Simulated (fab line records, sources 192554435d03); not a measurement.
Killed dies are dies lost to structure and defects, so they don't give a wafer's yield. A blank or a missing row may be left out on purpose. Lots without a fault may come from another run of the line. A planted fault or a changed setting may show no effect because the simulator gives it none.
Which tool did it? | flow n5_finfet | 12 lots, 36 wafers sampled, at 6 steps of a route of 1938

WHAT THE GAUGES READ, wafer by wafer
N5_BEOL_M0_SAQP_OVL_MEAS_41.
lot  | measured     | on         | M0_CUT1_OVL (nm)
L075 | day 6 02:32  | overlay-02 | 0.2 0.6 -0.1
L077 | day 6 15:51  | overlay-02 | -1.4 -0.8 -0.5
L079 | day 7 02:01  | overlay-01 | 0.1 0.1 -0.3
L081 | day 7 21:22  | overlay-02 | -0.8 0.0 -0.3
L083 | day 8 03:46  | overlay-02 | 0.3 0.2 0.7
L085 | day 8 13:14  | overlay-01 | -1.5 -0.8 -0.7
L087 | day 8 23:11  | overlay-02 | -0.4 -0.4 -0.8
L089 | day 9 11:26  | overlay-02 | -0.8 -0.1 -0.6
L091 | day 9 19:06  | overlay-02 | -0.3 0.4 -0.9
L093 | day 10 08:07 | overlay-02 | 0.2 -0.9 -0.2
L095 | day 11 00:05 | overlay-02 | -0.1 0.4 -0.2
L097 | day 11 06:47 | overlay-01 | -0.1 0.8 -0.1

WHICH TOOL RAN EACH LOT (tool, then ch and the chambers of the sampled wafers, then the start)
lot  | N5_MOL_CONTACT_COAG_CMP_52    | N5_BEOL_M0_SAQP_HM_DEP_02    | N5_BEOL_M0_SAQP_ETCH_83            | N5_BEOL_M0_SAQP_RECESS_109         | N5_BEOL_M0_SAQP_MANDREL2_REMOVE_110
L075 | cmp-04 ch 0,1,3, day 5 15:19  | pvd_sputter-02, day 5 19:14  | rie_diel-02 ch 1,2,3, day 5 20:16  | vapor_etch-02 ch 0,1, day 5 23:09  | rie_si-01 ch 1,2,3, day 6 01:56
L077 | cmp-03 ch 0,1, day 5 22:19    | pvd_sputter-01, day 6 08:01  | rie_diel-05 ch 1,2,3, day 6 08:58  | vapor_etch-02 ch 0, day 6 11:33    | rie_si-03 ch 1,3, day 6 15:16
L079 | cmp-03 ch 0,1,2, day 6 16:50  | pvd_sputter-03, day 6 21:19  | rie_diel-06 ch 0,2,3, day 6 22:23  | vapor_etch-02 ch 0,1, day 7 00:48  | rie_si-03 ch 0,1,3, day 7 01:35
L081 | cmp-03 ch 0,2,3, day 7 11:10  | pvd_sputter-02, day 7 15:38  | rie_diel-06 ch 0,1, day 7 16:34    | vapor_etch-01 ch 0,1, day 7 19:41  | rie_si-03 ch 0,1,3, day 7 20:55
L083 | cmp-02 ch 0,1,2, day 7 14:25  | pvd_sputter-01, day 7 21:04  | rie_diel-06 ch 1,2, day 7 22:01    | vapor_etch-02 ch 0,1, day 8 00:56  | rie_si-04 ch 2,3, day 8 03:19
L085 | cmp-02 ch 0,1, day 8 02:40    | pvd_sputter-03, day 8 07:58  | rie_diel-06 ch 0,2,3, day 8 08:55  | vapor_etch-01 ch 0,1, day 8 11:53  | rie_si-03 ch 0,1,2, day 8 12:40
L087 | cmp-03 ch 1,2,3, day 8 11:55  | pvd_sputter-01, day 8 16:14  | rie_diel-02 ch 0,2,3, day 8 17:11  | vapor_etch-01 ch 0,1, day 8 20:48  | rie_si-01 ch 0,2, day 8 22:37
L089 | cmp-03 ch 0,1,2, day 9 02:28  | pvd_sputter-03, day 9 06:38  | rie_diel-02 ch 0,1,2, day 9 07:35  | vapor_etch-01 ch 0, day 9 10:12    | rie_si-01 ch 0,1,2, day 9 10:59
L091 | cmp-04 ch 0,1,3, day 9 09:13  | pvd_sputter-02, day 9 13:34  | rie_diel-06 ch 1,2,3, day 9 14:47  | vapor_etch-02 ch 0, day 9 17:42    | rie_si-01 ch 0,1,3, day 9 18:31
L093 | cmp-04 ch 0,1,2, day 9 22:23  | pvd_sputter-03, day 10 02:35 | rie_diel-06 ch 0,1, day 10 03:38   | vapor_etch-02 ch 0,1, day 10 06:45 | rie_si-04 ch 1,2,3, day 10 07:32
L095 | cmp-03 ch 2,3, day 10 10:02   | pvd_sputter-03, day 10 18:30 | rie_diel-02 ch 1,2,3, day 10 19:59 | vapor_etch-02 ch 0,1, day 10 22:45 | rie_si-01 ch 0,1,2, day 10 23:29
L097 | cmp-04 ch 0,1,2, day 10 22:03 | pvd_sputter-03, day 11 01:58 | rie_diel-02 ch 0,1,3, day 11 02:56 | vapor_etch-01 ch 0,1, day 11 05:26 | rie_si-01 ch 0,3, day 11 06:13
- N5_MOL_CONTACT_COAG_CMP_52: polishes, stops on SiO2, t overpolish 1.5 s, target thk 66.5 nm.
- N5_BEOL_M0_SAQP_HM_DEP_02: deposits TiN, target thk 12 nm.
- N5_BEOL_M0_SAQP_ETCH_83: etches SiARC in CF4, target depth 39 nm, time 65 s.
- N5_BEOL_M0_SAQP_RECESS_109: chemistry HF/NH3, target SiO2, target depth 3 nm, afs cycles 1, sublimation time 60 s.
- N5_BEOL_M0_SAQP_MANDREL2_REMOVE_110: chemistry HBr/Cl2/O2, target a-Si, stops on SiCN, bt time 10 s.

THE ANSWER, worked out from the rows above alone
Rule: what is usual is taken from the lots themselves. Put in order of their means at a reading, lots are off if they are a third of the lots or fewer, leave a main group of 4 or more, and stand apart from it by a gap of 3 or more times the standard deviation of the main group's means; of several such gaps the widest counts. A main group whose means are all the same, to the digits that the tables above print for the reading, isn't used. A lot without any number at a reading at which 4 lots or more have one is off too. The other lots that the step has rows for count as sound.
No lot is off at any reading shown: from this, nothing can be told.

WHAT THE SIMULATOR HAD PUT IN
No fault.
